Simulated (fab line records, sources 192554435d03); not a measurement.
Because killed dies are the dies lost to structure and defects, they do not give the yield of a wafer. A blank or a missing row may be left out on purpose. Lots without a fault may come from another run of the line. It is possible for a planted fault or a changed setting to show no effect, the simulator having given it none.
Which tool was responsible? -- flow n5 finfet -- route of 1938 steps, sampled at 1 step: 10 lots, 30 wafers

== WHAT THE GAUGES SHOWED, per wafer ==
N5_BEOL_M9_THK_MEAS_01.
lot,measured,on,M9_ILD_THK (nm)
L406,day 9 03:36,film metro-02,264 267 267
L407,day 9 14:31,film metro-02,266 266 269
L411,day 10 08:10,film metro-01,264 264 270
L421,day 12 19:53,film metro-01,265 265 269
L422,day 13 14:57,film metro-02,269 272 271
L423,day 14 06:13,film metro-02,267 269 270
L424,day 14 06:59,film metro-02,266 267 274
L426,day 14 21:55,film metro-02,269 266 273
L428,day 15 03:26,film metro-01,265 268 270
L429,day 15 13:13,film metro-01,270 271 273

== TOOL THAT RAN EACH LOT (tool first, then ch and the chambers of the sampled wafers, then the start) ==
The record shows no process step preceding these readings.

== WHAT THE TOOLS THEMSELVES READ (means of the sampled wafers that have a number; where no wafer has one, the mark that the record gives instead) ==
The record holds no such reading with a usual standard deviation.

== THE ANSWER, worked out from the rows above alone ==
Rule: the lots themselves supply what counts as usual. Put in order of their means at a reading, lots are off if they are a third of the lots or fewer, leave a main group of 4 or more, and stand apart from it by a gap of 3 or more times the standard deviation of the main group's means; of several such gaps the widest counts. A main group is skipped when, at the precision printed for the reading in the tables above, its means are all equal. A lot without any number at a reading at which 4 lots or more have one is off too. All remaining lots with rows at the step are treated as sound. After the gauges, taken in route order, come the tools' own readings; for these a lot's mean is taken, as printed above. At the first step where some lot is off, the reading lying furthest off is the one used; lots without a number count as furthest.
Nothing can be told from this: no lot is off at any reading shown.

== WHAT HAD BEEN PUT IN BY THE SIMULATOR ==
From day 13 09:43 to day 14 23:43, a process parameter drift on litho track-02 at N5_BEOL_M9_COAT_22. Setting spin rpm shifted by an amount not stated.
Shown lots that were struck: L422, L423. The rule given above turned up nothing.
